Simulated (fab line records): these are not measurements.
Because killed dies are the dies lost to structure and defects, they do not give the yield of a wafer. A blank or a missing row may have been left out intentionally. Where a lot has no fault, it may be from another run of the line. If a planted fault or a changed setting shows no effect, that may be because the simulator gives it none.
fab line records	flow n5Finfet
record: lots: 12	wafers: 36	lastDay: 18
route steps=1938 shown BEOL_M4@1098 BEOL_M5@1120 PASSIVATION@1936
lots with no fault: from the same line, run without faults
startH: hours from the record's first day to the start of the lot's first wafer shown	waitH: hours elapsed since this lot's preceding step	" unchanged from the row above	L1.1+2: a single row standing in for several wafers	- no value present, or no start provided	* or withheld: withheld	< > ~ a bound
route shown NAME@n: names a module that has steps shown in the file, with the first one's number in the route	usual: mean/standard deviation taken from wafers without a fault	same: alike in all rows	chamber/n: place in a boat	sites: the reading at each site	_std_site: the values' standard deviation	_edge_site: outer sites' mean less inner sites'	radiusMm: for every site, how far away it sits from the centre of the wafer	mask NAME#n: copy n	behind: the most recent tool/chamber to have shaped the wafer	hold: what put the lot on hold/how long, in hours/how the hold closed	device: names the non-switching transistor (n, p or np)	end of line: at the end of the route, the tests of the same wafers	where a step has no rows: the recipe by itself	killed: at the first sort, the dies lost to defects and structure; wafer yield is something else	map: per-die view of a wafer (x killed, . not killed, _ where there is no die)
set.NAME: the setting as run; set.NAME@STEP: as run at that earlier step	model.NAME: the simulator's own value behind a step, which no gauge read
steps of the route over a sample of lots; a table a step, a row a wafer
services: from which hour (startH, from the record's first day; less than 0 if before it) a tool's chamber was out of use, for how many hours, and why
== steps ==
step: N5_BEOL_M4_SPUTTER_94
recipe: material: Cu	targetThkA: 45	tempC: -20	chamberPressurePa: 0.07	powerW: withheld	timeS: 8.29
usual: chuckGasFlowSccm: 1.26/0.054	throttleValvePct: 29.7/1
lot.wafer	tool	chamber	startH	waitH	chuckGasFlowSccm	throttleValvePct
L309.1	pvdSputter-03	-	167.80	0.1	1.30	29.4
L309.2	"	-	"	"	1.26	28.1
L309.3	"	-	"	"	1.19	31.3
L312.3	pvdSputter-01	-	180.55	0.1	1.26	28.4
L312.4	"	-	"	"	1.24	30.5
L312.6	"	-	"	"	1.26	31.1
L311.3	pvdSputter-03	-	184.42	0.1	1.16	31.0
L311.4	"	-	"	"	1.19	29.7
L311.6	"	-	"	"	1.23	31.1
L310.3	pvdSputter-03	-	190.66	0.1	1.30	27.9
L310.4	"	-	"	"	1.23	29.7
L310.6	"	-	"	"	1.21	29.6
L317.1	pvdSputter-01	-	210.92	0.1	1.22	31.3
L317.4	"	-	"	"	1.33	28.2
L317.5	"	-	"	"	1.29	28.8
L318.1	pvdSputter-02	-	220.60	0.1	1.23	30.3
L318.2	"	-	"	"	1.25	29.7
L318.5	"	-	"	"	1.07	29.8
L319.1	pvdSputter-03	-	247.19	0.1	1.27	29.9
L319.5	"	-	"	"	1.22	28.3
L319.6	"	-	"	"	1.17	29.8
L323.2	pvdSputter-01	-	248.34	0.1	1.41	30.5
L323.5	"	-	"	"	1.35	31.5
L323.6	"	-	"	"	1.25	28.3
L327.2	pvdSputter-02	-	277.76	0.1	1.26	30.6
L327.5	"	-	"	"	1.26	29.5
L327.6	"	-	"	"	1.24	30.0
L329.4	pvdSputter-02	-	287.66	0.1	1.12	29.7
L329.5	"	-	"	"	1.24	30.3
L329.6	"	-	"	"	1.24	30.2
L330.2	pvdSputter-03	-	291.51	0.1	1.29	30.0
L330.4	"	-	"	"	1.31	29.4
L330.5	"	-	"	"	1.25	29.6
L332.4	pvdSputter-03	-	310.49	0.1	1.24	28.1
L332.5	"	-	"	"	1.30	29.6
L332.6	"	-	"	"	1.27	31.3
step: N5_BEOL_M4_INSPECT_59
recipe: inspectInstrument: darkfield	mode: postDep
usual: rawDefectCount: 79/28
lot.wafer	tool	chamber	startH	waitH	rawDefectCount
L309.1	defectInspect-01	-	169.49	0.0	92
L309.2	"	-	"	"	79
L309.3	"	-	"	"	115
L312.3	defectInspect-01	-	181.87	0.0	91
L312.4	"	-	"	"	44
L312.6	"	-	"	"	52
L311.3	defectInspect-01	-	185.71	0.0	119
L311.4	"	-	"	"	110
L311.6	"	-	"	"	207
L310.3	defectInspect-01	-	191.98	0.0	75
L310.4	"	-	"	"	55
L310.6	"	-	"	"	48
L317.1	defectInspect-01	-	212.22	0.0	81
L317.4	"	-	"	"	87
L317.5	"	-	"	"	142
L318.1	defectInspect-02	-	221.90	0.0	68
L318.2	"	-	"	"	53
L318.5	"	-	"	"	62
L319.1	defectInspect-02	-	248.58	0.0	62
L319.5	"	-	"	"	65
L319.6	"	-	"	"	53
L323.2	defectInspect-02	-	249.68	0.0	50
L323.5	"	-	"	"	62
L323.6	"	-	"	"	44
L327.2	defectInspect-02	-	279.09	0.0	114
L327.5	"	-	"	"	39
L327.6	"	-	"	"	55
L329.4	defectInspect-02	-	288.97	0.0	130
L329.5	"	-	"	"	68
L329.6	"	-	"	"	78
L330.2	defectInspect-02	-	293.01	0.0	78
L330.4	"	-	"	"	90
L330.5	"	-	"	"	53
L332.4	defectInspect-02	-	311.84	0.0	53
L332.5	"	-	"	"	86
L332.6	"	-	"	"	59
step: N5_BEOL_M5_COAT_05
recipe: resist: CAR-EUV	spinRpm: 1500	resistThkNm: 30
usual: dispensePressureKPa: 51.5/2.3	spinSpeedRpm: 1500.0/0.88
lot.wafer	tool	chamber	startH	waitH	dispensePressureKPa	spinSpeedRpm
L309.1	lithoTrack-03	0	173.26	-	54.6	1499.5
L309.2	"	0	"	"	54.6	1499.2
L309.3	"	0	"	"	54.6	1498.2
L312.3	lithoTrack-04	0	184.40	-	51.1	1501.8
L312.4	"	0	"	"	51.0	1499.8
L312.6	"	0	"	"	51.1	1501.5
L311.3	lithoTrack-03	0	188.24	-	54.6	1501.3
L311.4	"	0	"	"	54.6	1500.1
L311.6	"	0	"	"	54.6	1499.3
L310.3	lithoTrack-03	0	193.85	-	54.6	1499.4
L310.4	"	0	"	"	54.6	1500.5
L310.6	"	0	"	"	54.6	1502.0
L317.1	lithoTrack-04	0	214.11	-	51.0	1499.6
L317.4	"	0	"	"	51.0	1499.0
L317.5	"	0	"	"	51.0	1499.7
L318.1	lithoTrack-01	0	224.06	-	49.4	1555.4
L318.2	"	0	"	"	49.4	1555.0
L318.5	"	0	"	"	49.4	1554.6
L319.1	lithoTrack-01	0	251.94	-	49.4	1554.9
L319.5	"	0	"	"	49.4	1553.9
L319.6	"	0	"	"	49.4	1555.3
L323.2	lithoTrack-03	0	252.27	-	54.6	1500.3
L323.5	"	0	"	"	54.6	1500.4
L323.6	"	0	"	"	54.6	1499.4
L327.2	lithoTrack-04	0	282.22	-	51.0	1500.3
L327.5	"	0	"	"	51.1	1499.5
L327.6	"	0	"	"	51.0	1500.4
L329.4	lithoTrack-03	0	291.53	-	54.5	1498.7
L329.5	"	0	"	"	54.6	1500.7
L329.6	"	0	"	"	54.6	1499.3
L330.2	lithoTrack-03	0	295.53	-	54.6	1499.6
L330.4	"	0	"	"	54.6	1498.9
L330.5	"	0	"	"	54.6	1499.3
L332.4	lithoTrack-01	0	313.76	-	49.3	1499.8
L332.5	"	0	"	"	49.3	1500.1
L332.6	"	0	"	"	49.3	1499.0
step: N5_BEOL_M5_INSPECT_13
recipe: mode: adi	inspectInstrument: brightfield
usual: rawDefectCount: 424/100
lot.wafer	tool	chamber	startH	waitH	rawDefectCount
L309.1	defectInspect-02	-	173.60	0.1	518
L309.2	"	-	"	"	458
L309.3	"	-	"	"	677
L312.3	defectInspect-02	-	184.75	0.0	347
L312.4	"	-	"	"	484
L312.6	"	-	"	"	330
L311.3	defectInspect-02	-	188.71	0.0	389
L311.4	"	-	"	"	456
L311.6	"	-	"	"	555
L310.3	defectInspect-01	-	194.32	0.0	397
L310.4	"	-	"	"	491
L310.6	"	-	"	"	413
L317.1	defectInspect-02	-	214.45	0.1	411
L317.4	"	-	"	"	556
L317.5	"	-	"	"	610
L318.1	defectInspect-01	-	224.53	0.1	521
L318.2	"	-	"	"	335
L318.5	"	-	"	"	456
L319.1	defectInspect-01	-	252.41	0.1	400
L319.5	"	-	"	"	340
L319.6	"	-	"	"	424
L323.2	defectInspect-02	-	252.80	0.0	287
L323.5	"	-	"	"	363
L323.6	"	-	"	"	264
L327.2	defectInspect-01	-	282.69	0.0	531
L327.5	"	-	"	"	253
L327.6	"	-	"	"	471
L329.4	defectInspect-02	-	291.89	0.0	532
L329.5	"	-	"	"	495
L329.6	"	-	"	"	417
L330.2	defectInspect-02	-	296.00	0.0	414
L330.4	"	-	"	"	449
L330.5	"	-	"	"	471
L332.4	defectInspect-01	-	315.19	0.0	478
L332.5	"	-	"	"	396
L332.6	"	-	"	"	420
step: N5_PASSIVATION_PROBE_49
usual: defectLimitedYield: 91.7/1.5	killed_at_M0_to_M3: 32/9.6	killed_at_M4_up: 13/5.3	killedAtContacts: 12/6.8	killedAtFrontEnd: 36/9.8	killedAtOther: 4/3.1	killedDies: 98/17	killedOpen: 65/13	killedShort: 32/8.5	sort_bin_5_function: 4.9/0.93	sort_bin_6_memory: 3.2/0.67	sort_bin_8_speed: 0.00/0.02	sortNPass: 1082/17
same: grossDies: 1180	killedAtBackSide: 0	sort_bin_4_leakage[%]: 0
lot.wafer	tool	chamber	startH	waitH	defectLimitedYield[%]	killed_at_M0_to_M3	killed_at_M4_up	killedAtContacts	killedAtFrontEnd	killedAtOther	killedDies	killedOpen	killedShort	sort_bin_5_function[%]	sort_bin_6_memory[%]	sort_bin_8_speed[%]	sortNPass
L309.1	prober-01	-	272.12	0.0	92.8	33	10	14	28	0	85	63	21	4.7	2.4	0	1095
L309.2	prober-01	-	272.17	0.1	91.0	34	6	27	37	2	106	71	34	4.6	4.4	0	1074
L309.3	prober-01	-	272.22	0.1	91.3	42	7	15	37	2	103	64	38	5.3	3.1	0	1077
L311.3	prober-02	-	280.44	0.1	90.9	22	14	12	56	3	107	72	31	5.2	3.6	0	1073
L311.4	prober-02	-	280.49	0.2	90.7	37	17	11	39	6	110	65	45	5.6	3.4	0	1070
L311.6	prober-02	-	280.59	0.3	91.3	40	8	9	40	6	103	56	45	5.7	2.6	0	1077
L312.3	prober-02	-	281.45	0.1	93.6	23	10	9	31	3	76	49	26	3.1	2.9	0	1104
L312.4	prober-02	-	281.50	0.2	92.6	22	14	10	39	2	87	48	38	4.3	2.9	0	1093
L312.6	prober-02	-	281.60	0.3	92.0	24	13	3	49	5	94	58	34	4.7	3.1	0	1086
L310.3	prober-02	-	288.37	0.1	92.3	50	7	9	21	4	91	54	36	4.4	3.1	0	1089
L310.4	prober-02	-	288.42	0.2	91.9	39	8	10	35	4	96	64	32	4.6	3.2	0	1084
L310.6	prober-02	-	288.52	0.3	92.7	37	12	4	27	6	86	50	35	3.8	3.2	0	1094
L317.1	prober-02	-	309.88	0.0	91.3	23	24	20	34	2	103	81	22	5.2	3.3	0	1077
L317.4	prober-02	-	310.03	0.2	90.3	28	23	30	32	2	115	76	36	5.5	4.0	0	1065
L317.5	prober-02	-	310.08	0.2	89.2	31	25	31	35	5	127	70	56	6.2	4.1	0	1053
L318.1	prober-01	-	318.32	0.0	89.1	39	11	11	65	3	129	88	41	6.4	4.0	0	1051
L318.2	prober-01	-	318.37	0.1	90.6	38	12	17	41	3	111	79	30	5.4	3.5	0	1069
L318.5	prober-01	-	318.52	0.2	93.1	35	6	8	30	2	81	62	18	4.4	2.4	0	1099
L323.2	prober-01	-	346.18	0.1	91.6	30	18	8	37	6	99	63	33	5.3	2.8	0	1081
L323.5	prober-01	-	346.33	0.2	93.0	22	19	5	34	3	83	53	30	3.6	2.9	0	1097
L323.6	prober-01	-	346.38	0.3	92.5	25	10	11	34	8	88	52	35	4.3	2.9	0	1092
L319.1	prober-02	-	359.15	0.0	92.2	36	6	6	38	6	92	52	38	3.7	3.6	0	1088
L319.5	prober-02	-	359.35	0.2	91.8	32	16	14	33	2	97	58	39	4.8	3.1	0	1083
L319.6	prober-02	-	359.40	0.3	90.7	31	17	15	40	7	110	68	36	5.3	3.3	0	1070
L327.2	prober-01	-	386.76	0.1	91.1	15	9	33	45	3	105	63	40	5.5	3.0	0	1075
L327.5	prober-01	-	386.91	0.2	90.8	18	12	21	54	4	109	78	26	5.0	4.2	0	1071
L327.6	prober-01	-	386.96	0.3	93.7	17	7	11	34	5	74	49	21	3.5	2.7	0	1106
L329.4	prober-02	-	392.10	0.2	90.3	37	20	13	39	6	115	82	31	5.8	3.9	0	1065
L329.5	prober-02	-	392.15	0.2	93.2	30	8	16	25	1	80	60	20	4.2	2.5	0	1100
L329.6	prober-02	-	392.20	0.3	87.9	51	19	25	40	8	143	97	41	6.7	4.8	0.17	1037
L330.2	prober-01	-	398.46	0.1	93.0	20	20	14	25	4	83	56	27	3.6	3.2	0	1097
L330.4	prober-01	-	398.56	0.2	91.4	26	13	21	36	5	101	64	37	5.0	3.2	0	1079
L330.5	prober-01	-	398.61	0.2	92.5	35	5	12	33	4	89	58	31	4.0	3.3	0	1091
L332.4	prober-02	-	422.61	0.2	92.2	28	8	17	39	0	92	63	23	4.6	2.7	0	1088
L332.5	prober-02	-	422.66	0.2	92.5	29	6	12	41	0	88	57	27	3.9	3.1	0	1092
L332.6	prober-02	-	422.71	0.3	90.1	20	18	10	65	4	117	82	35	5.1	4.4	0	1063
killed by level:class
L309.1 BEOL_M0_SAQP:geometricParticle:open=14 STI_FIN_REVEAL:geometricParticle:open=12 MOL_CONTACT_COAG:geometricParticle:open=12 BEOL_M0_SAQP:geometricParticle:short=8 FIN_SAQP:geometricParticle:short=5 BEOL_M3:geometricParticle:open=5 FIN_SAQP:geometricParticle:open=4 BEOL_M1:geometricParticle:open=3
L309.2 MOL_CONTACT_COAG:geometricParticle:open=21 BEOL_M0_SAQP:geometricParticle:open=10 STI_FIN_REVEAL:geometricParticle:open=9 GATE_CUT:geometricParticle:short=7 BEOL_M3:geometricParticle:open=7 MOL_CONTACT_COAG:geometricParticle:short=6 DUMMY_GATE:geometricParticle:open=4 BEOL_M0_SAQP:geometricParticle:short=4
L309.3 BEOL_M0_SAQP:geometricParticle:short=15 MOL_CONTACT_COAG:geometricParticle:open=13 BEOL_M0_SAQP:geometricParticle:open=11 FIN_SAQP:geometricParticle:short=8 STI_FIN_REVEAL:geometricParticle:open=7 DUMMY_GATE:geometricParticle:open=7 FIN_SAQP:geometricParticle:open=6 BEOL_M3:geometricParticle:open=6
L311.3 FIN_SAQP:geometricParticle:short=10 STI_FIN_REVEAL:geometricParticle:open=9 MOL_CONTACT_COAG:geometricParticle:open=8 FIN_SAQP:geometricParticle:open=6 BEOL_M4:geometricParticle:open=6 DUMMY_GATE:geometricParticle:open=5 GATE_CUT:geometricParticle:short=5 BEOL_M3:geometricParticle:open=5
L311.4 BEOL_M3:geometricParticle:open=15 BEOL_M0_SAQP:geometricParticle:short=9 FIN_SAQP:geometricParticle:short=8 MOL_CONTACT_COAG:geometricParticle:open=8 BEOL_M5:geometricParticle:open=7 FIN_SAQP:geometricParticle:open=6 DUMMY_GATE:geometricParticle:open=5 BEOL_M0_SAQP:geometricParticle:open=5
L311.6 FIN_SAQP:geometricParticle:short=14 BEOL_M0_SAQP:geometricParticle:open=11 BEOL_M0_SAQP:geometricParticle:short=11 GATE_CUT:geometricParticle:short=7 MOL_CONTACT_COAG:geometricParticle:open=7 GATE_CUT:geometricParticle:open=6 BEOL_M3:geometricParticle:open=6 STI_FIN_REVEAL:geometricParticle:open=5
L312.3 FIN_SAQP:geometricParticle:short=10 MOL_CONTACT_COAG:geometricParticle:open=9 GATE_CUT:geometricParticle:short=7 BEOL_M1:geometricParticle:open=7 FIN_SAQP:geometricParticle:open=5 BEOL_M4:geometricParticle:open=5 BEOL_M0_SAQP:geometricParticle:open=4 BEOL_M2:geometricParticle:open=4
L312.4 FIN_SAQP:geometricParticle:short=13 MOL_CONTACT_COAG:geometricParticle:open=8 FIN_SAQP:geometricParticle:open=6 STI_FIN_REVEAL:geometricParticle:open=6 BEOL_M0_SAQP:geometricParticle:short=5 BEOL_M1:geometricParticle:open=5 BEOL_M2:geometricParticle:open=5 STI_FIN_REVEAL:geometricParticle:short=3
L312.6 FIN_SAQP:geometricParticle:open=10 GATE_CUT:geometricParticle:short=7 BEOL_M1:geometricParticle:open=6 BEOL_M0_SAQP:geometricParticle:open=5 STARTING-WAFER:geometricParticle:open=5 FIN_SAQP:geometricParticle:short=4 DUMMY_GATE:geometricParticle:open=4 GATE_CUT:geometricParticle:open=4
L310.3 BEOL_M0_SAQP:geometricParticle:open=12 BEOL_M0_SAQP:geometricParticle:short=10 BEOL_M2:geometricParticle:open=9 MOL_CONTACT_COAG:geometricParticle:open=6 BEOL_M3:geometricParticle:open=6 BEOL_M0:geometricParticle:short=5 FIN_SAQP:geometricParticle:short=4 DUMMY_GATE:geometricParticle:open=3
L310.4 DUMMY_GATE:geometricParticle:open=13 MOL_CONTACT_COAG:geometricParticle:open=8 FIN_SAQP:geometricParticle:short=7 BEOL_M2:geometricParticle:open=7 BEOL_M3:geometricParticle:open=7 BEOL_M1:geometricParticle:short=6 BEOL_M1:geometricParticle:open=6 BEOL_M0_SAQP:geometricParticle:open=5
L310.6 BEOL_M0_SAQP:geometricParticle:short=14 BEOL_M0_SAQP:geometricParticle:open=11 FIN_SAQP:geometricParticle:short=4 BEOL_M2:geometricParticle:open=4 BEOL_M4:geometricParticle:open=4 FIN_SAQP:geometricParticle:open=3 STI_FIN_REVEAL:geometricParticle:open=3 DUMMY_GATE:geometricParticle:open=3
L317.1 MOL_CONTACT_COAG:geometricParticle:open=16 STI_FIN_REVEAL:geometricParticle:open=12 BEOL_M4:geometricParticle:open=9 FIN_SAQP:geometricParticle:short=6 BEOL_M0_SAQP:geometricParticle:open=6 DUMMY_GATE:geometricParticle:open=5 BEOL_M0:geometricParticle:open=5 BEOL_M3:geometricParticle:open=5
L317.4 MOL_CONTACT_COAG:geometricParticle:open=25 BEOL_M4:geometricParticle:open=13 FIN_SAQP:geometricParticle:short=7 BEOL_M0_SAQP:geometricParticle:short=7 BEOL_M3:geometricParticle:open=6 STI_FIN_REVEAL:geometricParticle:open=5 MOL_CONTACT_COAG:geometricParticle:short=5 BEOL_M0_SAQP:geometricParticle:open=4
L317.5 MOL_CONTACT_COAG:geometricParticle:open=26 FIN_SAQP:geometricParticle:short=12 BEOL_M4:geometricParticle:short=10 BEOL_M0_SAQP:geometricParticle:short=10 BEOL_M4:geometricParticle:open=9 BEOL_M0_SAQP:geometricParticle:open=7 FIN_SAQP:geometricParticle:open=5 MOL_CONTACT_COAG:geometricParticle:short=5
L318.1 FIN_SAQP:geometricParticle:open=30 FIN_SAQP:geometricParticle:short=21 BEOL_M1:geometricParticle:open=13 MOL_CONTACT_COAG:geometricParticle:open=10 BEOL_M0_SAQP:geometricParticle:open=10 BEOL_M2:geometricParticle:open=9 DUMMY_GATE:geometricParticle:short=4 BEOL_M8:geometricParticle:open=4
L318.2 MOL_CONTACT_COAG:geometricParticle:open=15 BEOL_M3:geometricParticle:open=15 FIN_SAQP:geometricParticle:open=13 STI_FIN_REVEAL:geometricParticle:open=8 FIN_SAQP:geometricParticle:short=7 BEOL_M2:geometricParticle:open=7 BEOL_M0_SAQP:geometricParticle:open=6 BEOL_M1:geometricParticle:open=4
L318.5 BEOL_M1:geometricParticle:open=12 FIN_SAQP:geometricParticle:open=9 MOL_CONTACT_COAG:geometricParticle:open=8 BEOL_M2:geometricParticle:open=7 STI_FIN_REVEAL:geometricParticle:open=6 BEOL_M0_SAQP:geometricParticle:short=5 BEOL_M3:geometricParticle:open=5 GATE_CUT:geometricParticle:short=4
L323.2 STI_FIN_REVEAL:geometricParticle:open=18 BEOL_M0_SAQP:geometricParticle:short=12 FIN_SAQP:geometricParticle:short=8 MOL_CONTACT_COAG:geometricParticle:open=6 BEOL_M0_SAQP:geometricParticle:open=5 BEOL_M2:geometricParticle:open=5 FIN_SAQP:geometricParticle:open=4 BEOL_M3:geometricParticle:open=4
L323.5 STI_FIN_REVEAL:geometricParticle:open=10 BEOL_M4:geometricParticle:open=8 FIN_SAQP:geometricParticle:short=6 BEOL_M1:geometricParticle:open=6 BEOL_M2:geometricParticle:open=6 MOL_CONTACT_COAG:geometricParticle:open=5 FIN_SAQP:geometricParticle:open=4 BEOL_M0_SAQP:geometricParticle:short=4
L323.6 MOL_CONTACT_COAG:geometricParticle:open=8 FIN_SAQP:geometricParticle:open=7 BEOL_M0_SAQP:geometricParticle:open=7 BEOL_M1:geometricParticle:short=6 FIN_SAQP:geometricParticle:short=5 STI_FIN_REVEAL:geometricParticle:open=5 BEOL_M0_SAQP:geometricParticle:short=5 STARTING-WAFER:geometricParticle:open=4
L319.1 BEOL_M0_SAQP:geometricParticle:open=13 FIN_SAQP:geometricParticle:short=9 BEOL_M0_SAQP:geometricParticle:short=9 FIN_SAQP:geometricParticle:open=7 STI_FIN_REVEAL:geometricParticle:open=7 GATE_CUT:geometricParticle:short=7 MOL_CONTACT_COAG:geometricParticle:open=6 BEOL_M0:geometricParticle:open=4
L319.5 MOL_CONTACT_COAG:geometricParticle:open=10 BEOL_M0_SAQP:geometricParticle:short=7 BEOL_M4:geometricParticle:open=7 FIN_SAQP:geometricParticle:short=6 BEOL_M0:geometricParticle:open=6 GATE_CUT:geometricParticle:open=6 FIN_SAQP:geometricParticle:open=5 BEOL_M0_SAQP:geometricParticle:open=5
L319.6 MOL_CONTACT_COAG:geometricParticle:open=13 BEOL_M2:geometricParticle:open=10 BEOL_M4:geometricParticle:open=10 GATE_CUT:geometricParticle:short=8 GATE_CUT:geometricParticle:open=7 HKMG_FIN:areaEtch=6 BEOL_M0:geometricParticle:open=5 BEOL_M0_SAQP:geometricParticle:short=4
L327.2 MOL_CONTACT_COAG:geometricParticle:open=26 STI_FIN_REVEAL:geometricParticle:open=11 FIN_SAQP:geometricParticle:short=7 MOL_CONTACT_COAG:geometricParticle:short=7 BEOL_M4:geometricParticle:open=6 BEOL_M0_SAQP:geometricParticle:open=5 BEOL_M0_SAQP:geometricParticle:short=5 FIN_SAQP:geometricParticle:open=4
L327.5 STI_FIN_REVEAL:geometricParticle:open=22 MOL_CONTACT_COAG:geometricParticle:open=17 GATE_CUT:geometricParticle:short=9 STI_FIN_REVEAL:geometricParticle:short=7 BEOL_M4:geometricParticle:open=6 BEOL_M2:geometricParticle:open=5 BEOL_M3:geometricParticle:open=4 BEOL_M1:geometricParticle:open=4
L327.6 STI_FIN_REVEAL:geometricParticle:open=11 MOL_CONTACT_COAG:geometricParticle:open=8 BEOL_M3:geometricParticle:open=5 BEOL_M4:geometricParticle:open=4 GATE_CUT:geometricParticle:open=3 BEOL_M1:geometricParticle:open=3 STARTING-WAFER:geometricParticle:short=3 STI_FIN_REVEAL:geometricParticle:short=2
L329.4 STI_FIN_REVEAL:geometricParticle:open=15 BEOL_M4:geometricParticle:open=11 BEOL_M2:geometricParticle:open=11 MOL_CONTACT_COAG:geometricParticle:open=10 BEOL_M0_SAQP:geometricParticle:open=9 FIN_SAQP:geometricParticle:open=7 BEOL_M0_SAQP:geometricParticle:short=6 FIN_SAQP:geometricParticle:short=5
L329.5 MOL_CONTACT_COAG:geometricParticle:open=13 STI_FIN_REVEAL:geometricParticle:open=11 BEOL_M3:geometricParticle:open=11 FIN_SAQP:geometricParticle:open=5 BEOL_M2:geometricParticle:open=5 MOL_CONTACT_COAG:geometricParticle:short=3 BEOL_M0:geometricParticle:open=3 BEOL_M2:geometricParticle:short=3
L329.6 MOL_CONTACT_COAG:geometricParticle:open=22 STI_FIN_REVEAL:geometricParticle:open=10 BEOL_M3:geometricParticle:open=10 FIN_SAQP:geometricParticle:short=8 BEOL_M1:geometricParticle:open=8 BEOL_M2:geometricParticle:open=8 BEOL_M4:geometricParticle:open=8 BEOL_M2:geometricParticle:short=7
L330.2 BEOL_M4:geometricParticle:open=12 MOL_CONTACT_COAG:geometricParticle:open=9 BEOL_M3:geometricParticle:open=6 MOL_CONTACT_COAG:geometricParticle:short=5 BEOL_M0_SAQP:geometricParticle:short=5 GATE_CUT:geometricParticle:short=4 BEOL_M4:geometricParticle:short=4 FIN_SAQP:geometricParticle:open=3
L330.4 MOL_CONTACT_COAG:geometricParticle:open=15 BEOL_M4:geometricParticle:open=8 STI_FIN_REVEAL:geometricParticle:open=7 MOL_CONTACT_COAG:geometricParticle:short=6 BEOL_M3:geometricParticle:open=6 FIN_SAQP:geometricParticle:short=5 GATE_CUT:geometricParticle:short=5 GATE_CUT:geometricParticle:open=5
L330.5 BEOL_M3:geometricParticle:open=12 BEOL_M0_SAQP:geometricParticle:short=11 FIN_SAQP:geometricParticle:open=9 MOL_CONTACT_COAG:geometricParticle:open=7 BEOL_M0_SAQP:geometricParticle:open=7 STI_FIN_REVEAL:geometricParticle:open=5 MOL_CONTACT_COAG:geometricParticle:short=5 FIN_SAQP:geometricParticle:short=4
L332.4 MOL_CONTACT_COAG:geometricParticle:open=15 FIN_SAQP:geometricParticle:open=11 BEOL_M1:geometricParticle:open=8 BEOL_M2:geometricParticle:open=8 FIN_SAQP:geometricParticle:short=6 GATE_CUT:geometricParticle:short=5 GATE_CUT:geometricParticle:open=4 BEOL_M0:geometricParticle:open=4
L332.5 MOL_CONTACT_COAG:geometricParticle:open=12 FIN_SAQP:geometricParticle:short=9 BEOL_M2:geometricParticle:open=7 DUMMY_GATE:geometricParticle:open=6 BEOL_M0_SAQP:geometricParticle:open=5 FIN_SAQP:geometricParticle:open=4 STI_FIN_REVEAL:geometricParticle:open=4 BEOL_M0_SAQP:geometricParticle:short=4
L332.6 STI_FIN_REVEAL:geometricParticle:open=12 FIN_SAQP:geometricParticle:open=8 FIN_SAQP:geometricParticle:short=8 MOL_CONTACT_COAG:geometricParticle:open=8 GATE_CUT:geometricParticle:short=7 BEOL_M2:geometricParticle:open=7 BEOL_M4:geometricParticle:open=7 ILD0:geometricParticle:open=6
== services ==
tool	chamber	startH	hours	kind
pvdSputter-03	-	150.18	7.7	repair
lithoTrack-01	-	235.54	-	consumableReplace:filter
lithoTrack-01	-	264.64	-	consumableReplace:filter
== key ==
firstSign: step: N5_BEOL_M5_COAT_05	reading: spinSpeedRpm	direction: up	sigmas: 63	usual: *	struck: *
effect none on later readings
metAt N5_BEOL_M5_COAT_05
struckLots L318,L319
notActingAt N5_BEOL_M4_SPUTTER_94,N5_BEOL_M4_INSPECT_59,N5_BEOL_M5_INSPECT_13
fault: kind: processParameterDrift	tool: lithoTrack-01	chamber: -	onsetH: 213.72	steps: N5_BEOL_M5_COAT_05	channel: spinRpm	offset: *	shape: step	endH: 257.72	actsIn: *	stated: *
